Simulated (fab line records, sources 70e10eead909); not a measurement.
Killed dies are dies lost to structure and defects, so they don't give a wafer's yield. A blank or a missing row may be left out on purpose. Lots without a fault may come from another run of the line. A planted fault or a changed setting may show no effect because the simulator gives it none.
Which tool did it? | flow nand_harc | 13 lots, 39 wafers sampled, at 1 step of a route of 1159

WHAT THE GAUGES READ, wafer by wafer
NHARC_A_BONDPAD_OVL_MEAS_35. Usual: overlay_x_nm 1 nm, standard deviation 6.4; overlay_y_nm 4 nm, standard deviation 5.7.
lot  | measured     | on         | overlay_x_nm (nm) | overlay_y_nm (nm) | flag
L124 | day 18 06:04 | overlay-02 | -4 -4 -4          | -1 0 0            |
L123 | day 18 06:34 | overlay-02 | 1 1 1             | 8 8 8             |
L125 | day 18 15:40 | overlay-02 | 3 3 3             | -7 -7 -6          |
L126 | day 18 15:56 | overlay-02 | 0 0 0             | 0 0 0             |
L127 | day 18 23:57 | overlay-02 | 7 6 6             | 11 12 11          |
L128 | day 19 10:02 | overlay-02 | -9 -9 -9          | 6 5 5             |
L129 | day 19 16:44 | overlay-01 | 14 14 13          | 2 2 3             |
L137 | day 22 05:47 | overlay-02 | 3 3 3             | 1 2 2             |
L140 | day 22 19:34 | overlay-02 | -7 -7 -7          | -3 -4 -3          |
L141 | day 22 22:40 | overlay-01 | 0 0 0             | 6 6 5             |
L142 | day 23 05:19 | overlay-02 | 3 3 3             | 0 1 0             |
L144 | day 23 09:04 | overlay-01 | 11 11 11          | 3 3 4             |
L145 | day 23 19:34 | overlay-01 | -11 -10 -10       | 10 9 10           |

WHICH TOOL RAN EACH LOT (tool, then ch and the chambers of the sampled wafers, then the start)
The record holds no process step before these readings.

WHAT THE TOOLS THEMSELVES READ (means of the sampled wafers that have a number; where no wafer has one, the mark that the record gives instead)
The record holds no such reading with a usual standard deviation.

THE ANSWER, worked out from the rows above alone
Rule: a lot is off if the mean of its wafers that have a number lies more than 3 standard deviations from the usual mean. A lot without any number at a reading at which 4 lots or more have one is off too. The other lots that the step has rows for count as sound. The gauges are gone through in route order, then the tools' own readings, and for those a lot's mean is taken as printed above. The first step at which some lot is off is used, and at that step the reading that is off furthest; a lot without a number counts as furthest.
No lot is off at any reading shown: from this, nothing can be told.

WHAT THE SIMULATOR HAD PUT IN
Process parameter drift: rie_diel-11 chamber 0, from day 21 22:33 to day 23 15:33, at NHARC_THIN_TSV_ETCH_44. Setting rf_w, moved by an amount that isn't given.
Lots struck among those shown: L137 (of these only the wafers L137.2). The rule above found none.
